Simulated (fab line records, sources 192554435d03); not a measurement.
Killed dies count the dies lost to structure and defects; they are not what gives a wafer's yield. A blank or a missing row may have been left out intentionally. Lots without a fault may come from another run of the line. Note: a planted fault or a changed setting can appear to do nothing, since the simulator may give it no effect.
fab line records | flow n5-finfet
[record] lots = 6 | wafers = 17 | last-day = 18
route steps=1938 shown BEOL_M13@1661
lots that met no fault: taken from a fault-free run of the same line
start-h: hours from the record's opening day to when the first of the lot's shown wafers began | wait-h: how many hours have passed since the lot's step before this one | " identical to the entry in the row above | L1.1+2: several wafers, shown together as one row | - either no value or no given start | * or withheld: withheld | < > ~ a bound
route shown NAME@n: NAME is a module with steps in the file, n the number in the route of the first one | usual: average and standard deviation across the fault-free wafers | same: alike in all rows | chamber/n: place in a boat | sites: readings site by site | _std_site: how widely they spread, as a standard deviation | _edge_site: the outer-site mean with the inner-site mean subtracted | radius-mm: how far each site lies from the wafer's centre | mask NAME#n: copy n | behind: the most recent tool/chamber to have shaped the wafer | hold: what put the lot on hold/how long, in hours/how the hold closed | device: which transistor (n, p or np) failed to switch | end of line: the same wafers' tests at the end of the route | a step with no rows: only its recipe | killed: not the wafer's yield, but the dies lost to structure and defects at the first sort | map: a wafer's dies, x killed, . not, _ none there
set.NAME: the run value of the setting; set.NAME@STEP: its run value at that earlier step | model.NAME: the simulator's own value behind a step, which no gauge read
a table for each step, a row for each wafer; lots at some steps of the route
services: the hour from which a tool's chamber was out of use, counted from the record's first day as start-h (under 0 if before that day), plus the number of hours and why
[[steps]]
[step N5_BEOL_M13_COAT_58]
[recipe] resist = BARC | temp-c = 205 | time-s = 60 | spin-rpm = 1500 | resist-thk-nm = 89
[step N5_BEOL_M13_COAT_04]
[recipe] spin-rpm = 1625 | resist-thk-nm = 400
[step N5_BEOL_M13_EBR_06]
[recipe] solvent = PGMEA | ebr-width-mm = 1.5
[step N5_BEOL_M13_SOFTBAKE_05]
[recipe] temp-c = 130 | time-s = 60
[step N5_BEOL_M13_EXPOSE_07]
[recipe] mask-id = V12 | na = 0.93 | source-shape = conventional | sigma-outer = 0.6 | polarization = unpolarized | attpsm-phase-deg = 180 | dose-mj = 24.8
[step N5_BEOL_M13_PEB_08]
[recipe] peb-temp-c = 130 | peb-time-s = 90
[step N5_BEOL_M13_DEVELOP_09]
[recipe] develop-time-s = 45 | rinse-liquid = diw | dry = air-spin | dev-temp-c = 21
[step N5_BEOL_M13_HARDBAKE_14]
[recipe] temp-c = 130 | time-s = 120
[step N5_BEOL_M13_CD_MEAS_10]
[recipe] target-cd-nm = 190 | landing-energy-ev = 500 | detector = se-inlens | polarity = opening
[usual] cd-nm = 189.3/1.4
lot.wafer | tool      | chamber | start-h | wait-h | cd-nm
L523.3    | cd-sem-03 | 0       | 256.36  | -      | 190.5
L523.4    | "         | 0       | "       | "      | 191.1
L523.5    | "         | 0       | "       | "      | 191.0
L524.1    | cd-sem-02 | 0       | 270.37  | -      | 189.4
L524.2    | "         | 0       | "       | "      | 189.1
L524.5    | "         | 0       | "       | "      | 189.5
L530.1    | cd-sem-02 | 0       | 317.41  | -      | 187.9
L530.6    | "         | 0       | "       | "      | 189.3
L531.2    | cd-sem-01 | 0       | 328.16  | -      | 190.5
L531.3    | "         | 0       | "       | "      | 192.5
L531.6    | "         | 0       | "       | "      | 190.2
L532.2    | cd-sem-02 | 0       | 332.56  | -      | 189.3
L532.3    | "         | 0       | "       | "      | 188.7
L532.4    | "         | 0       | "       | "      | 190.4
L543.2    | cd-sem-03 | 0       | 394.86  | -      | 188.0
L543.4    | "         | 0       | "       | "      | 186.9
L543.6    | "         | 0       | "       | "      | 187.3
[step N5_BEOL_M13_OVL_MEAS_11]
[recipe] points-per-wafer = 44
[usual] V12_OVL = -1/6
lot.wafer | tool       | chamber | start-h | wait-h | V12_OVL[nm]
L523.3    | overlay-01 | 0       | 256.39  | 0.0    | 0
L523.4    | "          | 0       | "       | "      | 5
L523.5    | "          | 0       | "       | "      | -3
L524.1    | overlay-01 | 0       | 270.40  | 0.0    | 2
L524.2    | "          | 0       | "       | "      | -8
L524.5    | "          | 0       | "       | "      | 1
L530.1    | overlay-02 | 0       | 317.44  | 0.0    | -4
L530.6    | "          | 0       | "       | "      | -5
L531.2    | overlay-02 | 0       | 328.19  | 0.0    | 8
L531.3    | "          | 0       | "       | "      | 12
L531.6    | "          | 0       | "       | "      | -3
L532.2    | overlay-01 | 0       | 332.59  | 0.0    | -5
L532.3    | "          | 0       | "       | "      | 8
L532.4    | "          | 0       | "       | "      | 2
L543.2    | overlay-02 | 0       | 394.89  | 0.0    | -6
L543.4    | "          | 0       | "       | "      | 1
L543.6    | "          | 0       | "       | "      | 3
[step N5_BEOL_M13_INSPECT_12]
[recipe] mode = adi | inspect-instrument = macro
[usual] raw-defect-count = 2.2/1.4
lot.wafer | tool              | chamber | start-h | wait-h | raw-defect-count
L523.3    | defect-inspect-01 | -       | 256.42  | 0.0    | 0
L523.4    | "                 | -       | "       | "      | 0
L523.5    | "                 | -       | "       | "      | 4
L524.1    | defect-inspect-01 | -       | 270.42  | 0.0    | 4
L524.2    | "                 | -       | "       | "      | 1
L524.5    | "                 | -       | "       | "      | 1
L530.1    | defect-inspect-02 | -       | 317.46  | 0.0    | 2
L530.6    | "                 | -       | "       | "      | 0
L531.2    | defect-inspect-01 | -       | 328.21  | 0.0    | 2
L531.3    | "                 | -       | "       | "      | 3
L531.6    | "                 | -       | "       | "      | 2
L532.2    | defect-inspect-01 | -       | 332.62  | 0.0    | 0
L532.3    | "                 | -       | "       | "      | 4
L532.4    | "                 | -       | "       | "      | 4
L543.2    | defect-inspect-01 | -       | 394.91  | 0.0    | 0
L543.4    | "                 | -       | "       | "      | 3
L543.6    | "                 | -       | "       | "      | 5
[step N5_BEOL_M13_DESCUM_15]
[recipe] chemistry = O2 | time-s = 7.9 | source-power-w = 50 | bias-power-w = 20 | pressure-mtorr = 20 | rf-frequency-hz = 2.712e+07 | temp-c = 40 | o2-flow-sccm = 225
[usual] chamber-pressure-mTorr = 19.999/0.017 | drypump-motor-current-A = 5.6/0.38 | oes-product-au = 0.78/0.083 | rf-vpp-V = 243.0/1.1 | showerhead-plenum-p-Torr = 2.07/0.055 | throttle-valve-pct = 20.40/0.22
lot.wafer | tool        | chamber | start-h | wait-h | chamber-pressure-mTorr | drypump-motor-current-A | oes-product-au | rf-hours-counter-h | rf-vpp-V | showerhead-plenum-p-Torr | throttle-valve-pct
L523.3    | rie-diel-05 | 3       | 256.47  | 0.0    | 20.001                 | 5.1                     | 0.95           | 5                  | 242.5    | 2.06                     | 20.40
L523.4    | "           | 2       | "       | "      | 20.026                 | 6.2                     | 0.82           | 78                 | 244.7    | 2.13                     | 20.19
L523.5    | "           | 0       | "       | "      | 20.017                 | 5.2                     | 0.82           | -                  | 241.8    | 2.02                     | 20.09
L524.1    | rie-diel-02 | 0       | 270.61  | 0.2    | 20.005                 | 5.1                     | 0.68           | 210                | 243.7    | 2.16                     | 20.76
L524.2    | "           | 3       | "       | "      | 19.995                 | 5.6                     | 0.89           | 24                 | 243.5    | 2.03                     | 20.12
L524.5    | "           | 2       | "       | "      | 19.985                 | 6.1                     | 0.73           | -                  | 244.1    | 2.09                     | 20.47
L530.1    | rie-diel-02 | 0       | 317.89  | 0.4    | 20.013                 | 5.1                     | 0.68           | 223                | 244.2    | 2.15                     | 20.80
L530.6    | "           | 2       | "       | "      | 19.992                 | 6.0                     | 0.72           | -                  | 243.5    | 2.09                     | 20.49
L531.2    | rie-diel-06 | 3       | 328.24  | 0.0    | 20.032                 | 5.7                     | 0.69           | 226                | 245.7    | 2.16                     | 20.69
L531.3    | "           | 0       | "       | "      | 19.962                 | 5.2                     | 0.76           | 153                | 243.1    | 2.00                     | 20.70
L531.6    | "           | 0       | "       | "      | 20.002                 | 5.2                     | 0.76           | -                  | 241.4    | 2.01                     | 20.69
L532.2    | rie-diel-02 | 3       | 332.97  | 0.4    | 20.016                 | 5.6                     | 0.85           | 43                 | 242.6    | 2.02                     | 20.17
L532.3    | "           | 0       | "       | "      | 20.006                 | 5.1                     | 0.67           | 228                | 244.3    | 2.15                     | 20.78
L532.4    | "           | 3       | "       | "      | 19.985                 | 5.6                     | 0.84           | -                  | 242.2    | 2.02                     | 20.15
L543.2    | rie-diel-05 | 1       | 394.95  | 0.0    | 19.988                 | 5.6                     | 0.92           | 14                 | 244.3    | 2.13                     | 20.14
L543.4    | "           | 0       | "       | "      | 19.994                 | 5.3                     | 0.79           | 144                | 242.9    | 2.01                     | 20.17
L543.6    | "           | 2       | "       | "      | 20.005                 | 6.2                     | 0.78           | -                  | 242.2    | 2.11                     | 20.25
[step N5_BEOL_M13_ETCH_59]
[recipe] chemistry = N2/H2 | target = BARC | target-depth-a = 890 | overetch-a = 267 | time-s = 67.9 | ion-energy-ev = 200 | pressure-mtorr = 30 | source-w = 840 | bias-w = 150 | n2-flow-sccm = 200 | h2-flow-sccm = 200
[usual] bias-w = 150.0/0.46 | chamber-pressure-mTorr = 30.002/0.025 | drypump-motor-current-A = 5.6/0.38 | h2-flow-sccm = 200.0/0.61 | oes-product-au = 0.67/0.067 | rf-vpp-V = 523.2/1.9 | showerhead-plenum-p-Torr = 2.52/0.062 | throttle-valve-pct = 17.87/0.23
lot.wafer | tool        | chamber | start-h | wait-h | bias-w | chamber-pressure-mTorr | drypump-motor-current-A | h2-flow-sccm | oes-product-au | rf-hours-counter-h | rf-vpp-V | showerhead-plenum-p-Torr | throttle-valve-pct | model.coat_of_BEOL_M13_COAT_04.thk-nm
L523.3    | rie-diel-05 | 3       | 256.50  | 0.0    | 150.5  | 30.010                 | 5.1                     | 200.4        | 0.83           | 5                  | 523.3    | 2.48                     | 17.79              | 318.6
L523.4    | "           | 2       | "       | "      | 149.3  | 30.034                 | 6.2                     | 199.9        | 0.70           | 78                 | 525.7    | 2.60                     | 17.65              | 317.4
L523.5    | "           | 0       | "       | "      | 150.6  | 30.064                 | 5.2                     | 200.1        | 0.69           | -                  | 522.0    | 2.44                     | 17.33              | 317.8
L524.1    | rie-diel-02 | 0       | 270.64  | 0.0    | 149.8  | 29.999                 | 5.1                     | 200.4        | 0.60           | 210                | 526.9    | 2.60                     | 18.21              | 319.2
L524.2    | "           | 3       | "       | "      | 149.5  | 30.046                 | 5.6                     | 199.4        | 0.75           | 24                 | 522.0    | 2.50                     | 17.77              | 314.2
L524.5    | "           | 2       | "       | "      | 149.9  | 29.976                 | 6.1                     | 199.6        | 0.63           | -                  | 523.1    | 2.53                     | 17.87              | 315.4
L530.1    | rie-diel-02 | 0       | 317.92  | 0.0    | 149.9  | 29.999                 | 5.1                     | 199.7        | 0.58           | 223                | 526.6    | 2.60                     | 18.24              | 284.4
L530.6    | "           | 2       | "       | "      | 151.0  | 30.024                 | 6.1                     | 199.6        | 0.63           | -                  | 523.7    | 2.53                     | 17.88              | 314.4
L531.2    | rie-diel-06 | 3       | 328.28  | 0.0    | 150.0  | 29.997                 | 5.7                     | 200.9        | 0.60           | 226                | 525.2    | 2.61                     | 18.06              | 318.8
L531.3    | "           | 0       | "       | "      | 150.5  | 29.965                 | 5.2                     | 200.0        | 0.64           | 153                | 520.4    | 2.44                     | 18.21              | 317
L531.6    | "           | 0       | "       | "      | 150.0  | 30.023                 | 5.2                     | 199.5        | 0.64           | -                  | 521.3    | 2.44                     | 18.20              | 317.2
L532.2    | rie-diel-02 | 3       | 333.01  | 0.0    | 149.6  | 29.985                 | 5.6                     | 200.3        | 0.72           | 43                 | 522.8    | 2.49                     | 17.83              | 316
L532.3    | "           | 0       | "       | "      | 149.5  | 30.030                 | 5.1                     | 199.9        | 0.59           | 228                | 525.4    | 2.60                     | 18.26              | 319.2
L532.4    | "           | 3       | "       | "      | 149.9  | 29.990                 | 5.6                     | 199.9        | 0.72           | -                  | 522.2    | 2.49                     | 17.82              | 280.8
L543.2    | rie-diel-05 | 1       | 394.98  | 0.0    | 149.9  | 29.971                 | 5.6                     | 199.9        | 0.79           | 14                 | 525.8    | 2.60                     | 17.60              | 315
L543.4    | "           | 0       | "       | "      | 149.4  | 29.979                 | 5.2                     | 199.9        | 0.66           | 144                | 521.1    | 2.42                     | 17.39              | 315.8
L543.6    | "           | 2       | "       | "      | 149.6  | 30.007                 | 6.2                     | 199.0        | 0.67           | -                  | 523.9    | 2.58                     | 17.73              | 316.2
[step N5_BEOL_M13_VIA_ETCH_16]
[recipe] chemistry = C4F8/O2/Ar | target = SiOC | pressure-mtorr = 30 | source-w = 3000 | bias-w = 700 | Ar_flow_sccm = 400 | C4F8_flow_sccm = 15 | O2_flow_sccm = 8 | he-inner-torr = 15 | he-outer-torr = 30 | target-depth-a = 9217 | time-s = withheld | ion-energy-ev = 250 | ends = cleared
[usual] bias-w = 700.0/1.9 | chamber-pressure-mTorr = 30.000/0.029 | drypump-motor-current-A = 5.6/0.39 | oes-product-au = 0.71/0.076 | rf-vpp-V = 664.9/2.3 | showerhead-plenum-p-Torr = 3.39/0.086 | throttle-valve-pct = 24.17/0.28
lot.wafer | tool        | chamber | start-h | wait-h | bias-w | chamber-pressure-mTorr | drypump-motor-current-A | oes-product-au | rf-vpp-V | showerhead-plenum-p-Torr | throttle-valve-pct | model.coat_of_BEOL_M13_COAT_04.thk-nm
L523.3    | rie-diel-05 | 3       | 256.55  | 0.0    | 698.3  | 30.014                 | 5.1                     | 0.88           | 663.9    | 3.39                     | 24.34              | 73.6
L523.4    | "           | 2       | "       | "      | 697.6  | 30.004                 | 6.2                     | 0.74           | 666.3    | 3.45                     | 23.83              | 69.4
L523.5    | "           | 0       | "       | "      | 703.0  | 29.999                 | 5.2                     | 0.74           | 661.4    | 3.34                     | 24.02              | 64.6
L524.1    | rie-diel-02 | 0       | 270.69  | 0.0    | 698.5  | 30.050                 | 5.1                     | 0.63           | 667.6    | 3.55                     | 24.73              | 73.4
L524.2    | "           | 3       | "       | "      | 701.7  | 30.030                 | 5.7                     | 0.81           | 664.4    | 3.32                     | 23.89              | 69.8
L524.5    | "           | 2       | "       | "      | 699.6  | 30.000                 | 6.0                     | 0.66           | 664.6    | 3.38                     | 24.06              | 66.8
L530.1    | rie-diel-02 | 0       | 317.97  | 0.0    | 699.5  | 29.948                 | 5.1                     | 0.61           | 668.5    | 3.54                     | 24.74              | 42.8
L530.6    | "           | 2       | "       | "      | 699.3  | 29.981                 | 6.1                     | 0.65           | 665.1    | 3.37                     | 24.08              | 68.8
L531.2    | rie-diel-06 | 3       | 328.33  | 0.0    | 698.4  | 29.957                 | 5.7                     | 0.62           | 668.1    | 3.49                     | 24.30              | 68.6
L531.3    | "           | 0       | "       | "      | 701.0  | 30.032                 | 5.2                     | 0.68           | 663.9    | 3.31                     | 24.59              | 71.4
L531.6    | "           | 0       | "       | "      | 697.4  | 29.977                 | 5.2                     | 0.69           | 661.2    | 3.31                     | 24.58              | 68
L532.2    | rie-diel-02 | 3       | 333.06  | 0.0    | 696.0  | 30.005                 | 5.7                     | 0.77           | 663.0    | 3.31                     | 23.93              | 71.8
L532.3    | "           | 0       | "       | "      | 699.5  | 29.967                 | 5.1                     | 0.61           | 667.5    | 3.54                     | 24.74              | 72.8
L532.4    | "           | 3       | "       | "      | 702.6  | 29.997                 | 5.6                     | 0.78           | 664.3    | 3.31                     | 23.93              | 36.4
L543.2    | rie-diel-05 | 1       | 395.03  | 0.0    | 696.1  | 29.966                 | 5.6                     | 0.84           | 667.4    | 3.47                     | 23.84              | 67.6
L543.4    | "           | 0       | "       | "      | 700.1  | 29.988                 | 5.2                     | 0.70           | 661.4    | 3.32                     | 24.06              | 69.2
L543.6    | "           | 2       | "       | "      | 698.1  | 30.021                 | 6.2                     | 0.71           | 665.5    | 3.43                     | 23.89              | 64.2
[step N5_BEOL_M13_STRIP_63]
[recipe] chemistry = N2/H2 | power-w = 1000 | temp-c = 250 | h2-frac = 0.65 | overash-fraction = 0.3 | pressure-mtorr = 1000 | n2-flow-sccm = 1750 | h2-flow-sccm = 3250
[usual] chamber-pressure-mTorr = 999.9/0.98 | drypump-motor-current-A = 5.2/0.42 | h2-flow-sccm = 3250/10 | heater-power-w = 313/12 | oes-product-au = 0.674/0.0045 | strip-time-to-endpoint-s = 27.6/1.2
lot.wafer | tool            | chamber | start-h | wait-h | chamber-pressure-mTorr | drypump-motor-current-A | h2-flow-sccm | heater-power-w | oes-product-au | rf-hours-counter-h | strip-time-to-endpoint-s
L523.3    | plasma-asher-02 | 0       | 256.81  | -      | 999.2                  | 5.3                     | 3252         | 318            | 0.664          | -                  | 28.8
L523.4    | "               | 1       | "       | "      | 1000.7                 | 4.7                     | 3259         | 302            | 0.677          | -                  | 27.5
L523.5    | "               | 1       | "       | "      | 999.1                  | 4.7                     | 3252         | 307            | 0.675          | -                  | 26.1
L524.1    | plasma-asher-02 | 1       | 270.93  | -      | 1001.3                 | 4.7                     | 3246         | 303            | 0.671          | 131                | 28.6
L524.2    | "               | 0       | "       | "      | 1000.0                 | 5.2                     | 3252         | 321            | 0.673          | 131                | 27.6
L524.5    | "               | 0       | "       | "      | 1002.1                 | 5.2                     | 3257         | 316            | 0.674          | -                  | 26.7
L530.1    | plasma-asher-02 | 0       | 318.21  | -      | 1000.1                 | 5.2                     | 3243         | 320            | 0.663          | 140                | 19.3
L530.6    | "               | 0       | "       | "      | 1000.3                 | 5.2                     | 3245         | 316            | 0.670          | -                  | 27.3
L531.2    | plasma-asher-01 | 0       | 328.57  | -      | 1002.4                 | 5.2                     | 3256         | 315            | 0.667          | 81                 | 27.2
L531.3    | "               | 1       | "       | "      | 999.4                  | 5.9                     | 3262         | 325            | 0.679          | -                  | 28.1
L531.6    | "               | 1       | "       | "      | 999.2                  | 5.9                     | 3262         | 319            | 0.671          | -                  | 27.1
L532.2    | plasma-asher-02 | 1       | 333.30  | -      | 1000.6                 | 4.7                     | 3251         | 297            | 0.671          | 144                | 28.2
L532.3    | "               | 0       | "       | "      | 998.6                  | 5.3                     | 3247         | 320            | 0.676          | -                  | 28.5
L532.4    | "               | 1       | "       | "      | 1001.0                 | 4.7                     | 3258         | 298            | 0.655          | -                  | 17.2
L543.2    | plasma-asher-01 | 1       | 395.27  | -      | 999.9                  | 5.9                     | 3245         | 321            | 0.679          | 94                 | 26.9
L543.4    | "               | 1       | "       | "      | 1001.4                 | 5.9                     | 3253         | 314            | 0.679          | -                  | 27.4
L543.6    | "               | 0       | "       | "      | 999.3                  | 5.2                     | 3262         | 327            | 0.676          | -                  | 25.9
[step N5_BEOL_M13_STRIP_64]
[recipe] chemistry = N2/H2 | power-w = 1000 | temp-c = 250 | h2-frac = 0.65 | overash-fraction = 0.3 | pressure-mtorr = withheld | n2-flow-sccm = 1750 | h2-flow-sccm = 3250
[usual] drypump-motor-current-A = 5.2/0.42 | h2-flow-sccm = 3250/9.9 | heater-power-w = 314/12 | oes-product-au = 0.715/0.0047 | strip-time-to-endpoint-s = 31.29/0.067
lot.wafer | tool            | chamber | start-h | wait-h | drypump-motor-current-A | h2-flow-sccm | heater-power-w | oes-product-au | rf-hours-counter-h | strip-time-to-endpoint-s
L523.3    | plasma-asher-02 | 0       | 256.87  | 0.0    | 5.2                     | 3247         | 314            | 0.721          | -                  | 31.38
L523.4    | "               | 1       | "       | "      | 4.7                     | 3260         | 302            | 0.721          | -                  | 31.39
L523.5    | "               | 1       | "       | "      | 4.7                     | 3271         | 307            | 0.708          | -                  | 31.39
L524.1    | plasma-asher-02 | 1       | 270.99  | 0.0    | 4.7                     | 3259         | 301            | 0.718          | 131                | 31.34
L524.2    | "               | 0       | "       | "      | 5.2                     | 3258         | 324            | 0.719          | 131                | 31.40
L524.5    | "               | 0       | "       | "      | 5.2                     | 3239         | 323            | 0.722          | -                  | 31.38
L530.1    | plasma-asher-02 | 0       | 318.27  | 0.0    | 5.2                     | 3233         | 326            | 0.715          | 140                | 31.25
L530.6    | "               | 0       | "       | "      | 5.3                     | 3237         | 319            | 0.712          | -                  | 31.29
L531.2    | plasma-asher-01 | 0       | 328.63  | 0.0    | 5.2                     | 3248         | 331            | 0.705          | 81                 | 31.26
L531.3    | "               | 1       | "       | "      | 5.9                     | 3239         | 310            | 0.722          | -                  | 31.34
L531.6    | "               | 1       | "       | "      | 5.9                     | 3229         | 315            | 0.718          | -                  | 31.29
L532.2    | plasma-asher-02 | 1       | 333.36  | 0.0    | 4.7                     | 3240         | 299            | 0.719          | 144                | 31.26
L532.3    | "               | 0       | "       | "      | 5.2                     | 3249         | 323            | 0.718          | -                  | 31.39
L532.4    | "               | 1       | "       | "      | 4.7                     | 3244         | 298            | 0.711          | -                  | 31.25
L543.2    | plasma-asher-01 | 1       | 395.33  | 0.0    | 5.9                     | 3251         | 324            | 0.713          | 94                 | 31.24
L543.4    | "               | 1       | "       | "      | 5.9                     | 3258         | 319            | 0.715          | -                  | 31.31
L543.6    | "               | 0       | "       | "      | 5.2                     | 3252         | 331            | 0.712          | -                  | 31.24
[step N5_BEOL_M13_STRIP_71]
[recipe] chemistry = post-etch-residue-remover | time-s = 60 | temp-c = 25 | remover-ph = withheld | remover-water-wt-pct = withheld | remover-fluoride-wt-pct = withheld
[step N5_BEOL_M13_SRD_72]
[recipe] time-s = 30 | temp-c = 23 | rinse-liquid = diw | dry = n2-spin | spin-rpm = 1500 | dry-time-s = 30
[step N5_BEOL_M13_CD_MEAS_17]
[recipe] target-cd-nm = 190 | polarity = opening
[usual] cd-nm = 190.2/1.6
lot.wafer | tool      | chamber | start-h | wait-h | cd-nm
L523.3    | cd-sem-03 | -       | 257.00  | 0.0    | 190.9
L523.4    | "         | -       | "       | "      | 192.4
L523.5    | "         | -       | "       | "      | 190.6
L524.1    | cd-sem-02 | -       | 271.14  | 0.0    | 187.5
L524.2    | "         | -       | "       | "      | 190.8
L524.5    | "         | -       | "       | "      | 190.0
L530.1    | cd-sem-01 | -       | 318.42  | 0.0    | 194.8
L530.6    | "         | -       | "       | "      | 189.5
L531.2    | cd-sem-01 | -       | 328.78  | 0.0    | 191.3
L531.3    | "         | -       | "       | "      | 192.5
L531.6    | "         | -       | "       | "      | 190.9
L532.2    | cd-sem-01 | -       | 333.51  | 0.0    | 192.1
L532.3    | "         | -       | "       | "      | 188.3
L532.4    | "         | -       | "       | "      | 199.3
L543.2    | cd-sem-02 | -       | 395.48  | 0.0    | 189.2
L543.4    | "         | -       | "       | "      | 188.7
L543.6    | "         | -       | "       | "      | 190.1
[step N5_BEOL_M13_COAT_65]
[recipe] resist = SOC | temp-c = 250 | time-s = 60 | spin-rpm = 1500 | resist-thk-nm = 350
[[services]]
tool            | chamber | start-h | hours | kind
rie-diel-02     | -       | 257.56  | 0.3   | repair
rie-diel-05     | 2       | 260.27  | 5.0   | repair
rie-diel-02     | 0       | 271.01  | 5.8   | repair
rie-diel-06     | 1       | 271.31  | -     | clean
rie-diel-06     | 1       | 271.31  | -     | consumable-replace:focus-ring
rie-diel-06     | 1       | 271.31  | 32.9  | scheduled-down
rie-diel-06     | 1       | 271.31  | 32.9  | vent-cycle
rie-diel-06     | -       | 295.07  | 0.1   | repair
plasma-asher-01 | -       | 316.02  | 11.0  | repair
rie-diel-05     | 3       | 319.91  | 10.7  | repair
rie-diel-02     | 1       | 328.63  | 4.6   | repair
rie-diel-05     | 1       | 330.59  | -     | clean
rie-diel-05     | 1       | 330.59  | -     | consumable-replace:focus-ring
rie-diel-05     | 1       | 330.59  | 19.4  | scheduled-down
rie-diel-05     | 1       | 330.59  | 19.4  | vent-cycle
rie-diel-02     | 0       | 358.37  | 6.8   | repair
rie-diel-05     | -       | 361.43  | 1.6   | repair
rie-diel-02     | -       | 370.37  | 2.8   | pm
plasma-asher-01 | -       | 385.55  | 2.8   | pm
plasma-asher-02 | -       | 391.43  | 6.7   | repair
[[key]]
[first-sign] step = N5_BEOL_M13_STRIP_63 | reading = strip-time-to-endpoint-s | direction = down | sigmas = 7.6 | usual = * | struck = *
[effect] step = N5_BEOL_M13_STRIP_63 | reading = oes-product-au | direction = down | sigmas = 3.3 | usual = 0.674 | struck = 0.659
[effect] step = N5_BEOL_M13_CD_MEAS_17 | reading = cd-nm | direction = up | sigmas = 4.3 | usual = 190.2 | struck = 197.0
[model-effect] step = N5_BEOL_M13_ETCH_59 | value = coat_of_BEOL_M13_COAT_04.thk-nm | without = 316.9 | struck = 282.6
[model-effect] step = N5_BEOL_M13_VIA_ETCH_16 | value = coat_of_BEOL_M13_COAT_04.thk-nm | without = 74 | struck = 39.6
met-at N5_BEOL_M13_ETCH_59
struck-wafers L530.1,L532.4
onset-between 270.64 317.92
[fault] kind = process-parameter-drift | tool = rie-diel-02 | chamber = - | onset-h = 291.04 | steps = N5_BEOL_M13_ETCH_59 | channel = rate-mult | offset = 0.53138 | shape = step | end-h = 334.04 | scope = struck-wafers-only
